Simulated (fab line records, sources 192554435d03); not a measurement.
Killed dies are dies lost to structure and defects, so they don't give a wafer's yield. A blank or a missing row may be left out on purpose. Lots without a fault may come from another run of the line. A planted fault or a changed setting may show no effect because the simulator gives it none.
Split-lot experiment | flow n5_finfet | 7 lots, 21 wafers read, on a route of 1938 steps

THE SPLIT
At N5_BEOL_M0_SAQP_EXPOSE_37 (exposes mask M0 CUT1, target cd 30 nm), the setting dose_mj was moved away from the recipe's 44.75 on 6 of the 21 wafers read, by -6.0% to +5.7%. The other wafers ran this setting at the recipe's value.

FROM THE SPLIT TO THE READING: what the file shows between them, 2 steps
- N5_BEOL_M0_SAQP_PEB_38: peb time 60 s
- N5_BEOL_M0_SAQP_DEVELOP_39: develop time 30 s

THE READING
cd_nm, in nm, at N5_BEOL_M0_SAQP_CD_MEAS_40 (target cd 30 nm). Fault-free wafers of this fab line usually give 29.98 nm, standard deviation 0.23 nm.

wafer  | tool, chamber at the split | dose_mj as run | against the recipe | cd_nm, nm | against lot-mates on the recipe
L074.1 | euv_scanner-01, 0          | 44.75          | recipe             | 29.87     | -
L074.3 | euv_scanner-01, 0          | 47.32          | +5.7%              | 31.17     | +1.35
L074.6 | euv_scanner-01, 0          | 44.75          | recipe             | 29.77     | -
L075.1 | euv_scanner-02, 0          | 44.75          | recipe             | 29.73     | -
L075.2 | euv_scanner-02, 0          | 44.75          | recipe             | 29.91     | -
L075.5 | euv_scanner-02, 0          | 44.75          | recipe             | 29.69     | -
L077.1 | euv_scanner-02, 0          | 44.75          | recipe             | 29.73     | -
L077.3 | euv_scanner-02, 0          | 44.75          | recipe             | 30.05     | -
L077.6 | euv_scanner-02, 0          | 44.75          | recipe             | 30.27     | -
L083.2 | euv_scanner-01, 0          | 42.07          | -6.0%              | 28.64     | -1.34
L083.5 | euv_scanner-01, 0          | 42.07          | -6.0%              | 28.58     | -1.40
L083.6 | euv_scanner-01, 0          | 44.75          | recipe             | 29.98     | -
L088.1 | euv_scanner-02, 0          | 44.75          | recipe             | 29.88     | -
L088.4 | euv_scanner-02, 0          | 44.75          | recipe             | 29.95     | -
L088.5 | euv_scanner-02, 0          | 44.75          | recipe             | 30.22     | -
L090.3 | euv_scanner-02, 0          | 44.75          | recipe             | 30.29     | -
L090.5 | euv_scanner-02, 0          | 45.83          | +2.4%              | 30.61     | +0.32
L090.6 | euv_scanner-02, 0          | 45.83          | +2.4%              | 30.81     | +0.52
L093.1 | euv_scanner-01, 0          | 44.75          | recipe             | 30.66     | -
L093.4 | euv_scanner-01, 0          | 42.7           | -4.6%              | 29.47     | -0.89
L093.5 | euv_scanner-01, 0          | 44.75          | recipe             | 30.06     | -

THE FIT
A straight line over all 21 wafers: cd_nm changes by +0.214 nm for each +1% of dose_mj; r = +0.91; the points scatter about the line by 0.26 nm.
The same after taking each lot's own level away (the mean of its wafers on the recipe; 21 wafers): +0.22 nm for each +1%; r = +0.96; scatter 0.16 nm.
On that fit, the largest move of dose_mj shifts the reading by 1.3 nm.
The lots' own levels span 29.777 to 30.360 nm, that is 2.5 times the standard deviation above.
So the lot-to-lot level changes the slope little: the two slopes agree.
Check: with one of the wafers moved furthest among these (-6.0%) left out of the fit, the line predicts -1.32 nm for it against its lot-mates. It came out at -1.34 nm against them.

THE WHOLE CHAIN: every reading that the file lists as answering this split, in the file's order
step                       | what it does                                           | reading                                                             | change (the file's fit)               | r (the file's)
N5_BEOL_M0_SAQP_CD_MEAS_40 | target cd 30 nm                                        | cd_nm                                                               | +0.22 nm for each +1% of the setting  | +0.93
N5_BEOL_M0_SAQP_DESCUM_45  | chemistry O2, time 7 s                                 | BEOL_M0_SAQP.cd_nm (the simulator's own value, which no gauge read) | +0.212 nm for each +1% of the setting | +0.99
N5_BEOL_M0_SAQP_ETCH_73    | etches SiARC in CF4, target depth 19.5 nm, time 32.5 s | BEOL_M0_SAQP.cd_nm (the simulator's own value, which no gauge read) | +0.189 nm for each +1% of the setting | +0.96

THE FILE'S OWN FIT
cd_nm changes by +0.22 nm for each +1% of dose_mj, r = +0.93.
